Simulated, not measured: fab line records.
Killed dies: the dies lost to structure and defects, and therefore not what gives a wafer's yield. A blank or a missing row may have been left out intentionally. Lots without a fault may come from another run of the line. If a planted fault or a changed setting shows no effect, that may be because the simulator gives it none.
A struck lot beside a sound one | flow n5-finfet | 14 steps out of a route of 1938
Sound: these wafers, L672.3, L672.4, L672.5. The struck wafers were L684.4, L684.5, L684.6. The cause comes at the end.
At each step with rows: each side's tool, then ch and its chambers, then its first start. Under that, the readings that differ: sound wafers | struck wafers | difference of the means | sigmas: that difference in standard deviations of wafers without a fault.
alike: a reading whose means differ by less than 2 such deviations, as well as words and numbers matching on both sides. not compared: withheld readings; readings where some wafer has no value; bounds like >300 that might hide an equal value; numbers whose values overlap and for which the record gives no deviation.
The two part at a step that has a row with sigmas, a row that says differs or no value, or rows on one side only. Non-overlapping numbers with no deviation appear without sigmas and do not part them. A reading that every wafer of one side lacks parts them only if that side has two wafers or more.

first, 5 steps without rows for these wafers: N5_BEOL_M15_SOFTBAKE_23 (time 60 s); N5_BEOL_M15_EXPOSE_25 (exposes mask M15, target cd 400 nm); N5_BEOL_M15_PEB_26 (peb time 90 s); N5_BEOL_M15_DEVELOP_27 (develop time 45 s); N5_BEOL_M15_HARDBAKE_32 (time 120 s).
N5_BEOL_M15_CD_MEAS_28 targets a cd of 407.6 nm.
  sound on cd-sem-02 ch 0, day 11 14:47; struck on cd-sem-01 ch 0, day 17 15:59
  alike: cd-nm
N5_BEOL_M15_OVL_MEAS_29:
  sound on overlay-02 ch 0, day 11 14:49; struck on overlay-02 ch 0, day 17 16:01
  reading      | sound    | struck   | difference | sigmas
  M15_OVL (nm) | 13 11 10 | -4 -5 -5 | -16        | -3
N5_BEOL_M15_INSPECT_30: inspects for defects (macro).
  sound on defect-inspect-01, day 11 14:50; struck on defect-inspect-02, day 17 16:02
  alike: raw-defect-count
N5_BEOL_M15_DESCUM_33: chemistry O2, time 7.9 s.
  sound on rie-diel-01 ch 0,2,3, day 11 14:58; struck on rie-diel-06 ch 1,2, day 17 16:07
  reading                | sound             | struck            | difference | sigmas
  throttle-valve-pct (%) | 20.91 20.76 20.77 | 20.10 20.61 20.09 | -0.55      | -2
  alike: drypump-motor-current-A, oes-product-au, rf-vpp-V, showerhead-plenum-p-Torr
  not compared: rf-hours-counter-h
N5_BEOL_M15_ETCH_61: etches BARC in N2/H2, target depth 89 nm, overetch 26.7 nm, time 67.9 s.
  sound on rie-diel-01 ch 0,2,3, day 11 15:01; struck on rie-diel-06 ch 1,2, day 17 16:09
  alike: drypump-motor-current-A, oes-product-au, rf-vpp-V, showerhead-plenum-p-Torr, throttle-valve-pct
  not compared: rf-hours-counter-h
N5_BEOL_M15_TRENCH_ETCH_34: etches SiO2 in C4F8/O2/Ar, target depth 872.93 nm, time 199 s.
  sound on rie-diel-01 ch 0,2,3, day 11 15:04; struck on rie-diel-06 ch 1,2, day 17 16:12
  alike: drypump-motor-current-A, oes-product-au, rf-vpp-V, showerhead-plenum-p-Torr, throttle-valve-pct
  not compared: rf-hours-counter-h
N5_BEOL_M15_STRIP_36: strips in O2.
  sound on rie-diel-06 ch 1,2,3, day 11 15:23; struck on rie-diel-05 ch 2,3, day 17 19:34
  no value came back on the struck wafers for any of 7 readings (bias-power-w (W), chamber-pressure-mTorr (mTorr) and others); on the sound wafers bias-power-w (W) reads 0 0 0
  reading                                    | sound | struck            | difference | sigmas
  model.coat_of_BEOL_M15_COAT_22.thk-nm (nm) | 0 0 0 | 539.8 549.2 539.4 | +542.8     |
  not compared: rf-hours-counter-h
N5_BEOL_M15_STRIP_62: strips in O2.
  sound on rie-diel-06 ch 1,2,3; struck on rie-diel-05 ch 2,3, day 17 19:36
  reading                        | sound                | struck               | difference | sigmas
  chamber-pressure-mTorr (mTorr) | 29.989 30.046 29.994 | 29.942 29.960 29.931 | -0.065     | -2
  alike: drypump-motor-current-A, oes-product-au, rf-vpp-V, showerhead-plenum-p-Torr, throttle-valve-pct
  not compared: rf-hours-counter-h
N5_PASSIVATION_PROBE_49:
  sound on prober-02, day 12 08:44; struck on prober-01, day 18 17:14
  alike: defect-limited-yield, killed_at_M0_to_M3, killed_at_M4_up, killed-at-contacts, killed-at-front-end, killed-at-other, killed-dies, killed-open, killed-short, sort_bin_5_function, sort_bin_6_memory, sort-n-pass, sort-yield-pct

WHERE THEY PART
At N5_BEOL_M15_OVL_MEAS_29 first; at N5_BEOL_M15_STRIP_62 last (within this record only). Later steps at which nothing parts them and some readings are alike: N5_PASSIVATION_PROBE_49.

WHY: whatever the simulator had introduced
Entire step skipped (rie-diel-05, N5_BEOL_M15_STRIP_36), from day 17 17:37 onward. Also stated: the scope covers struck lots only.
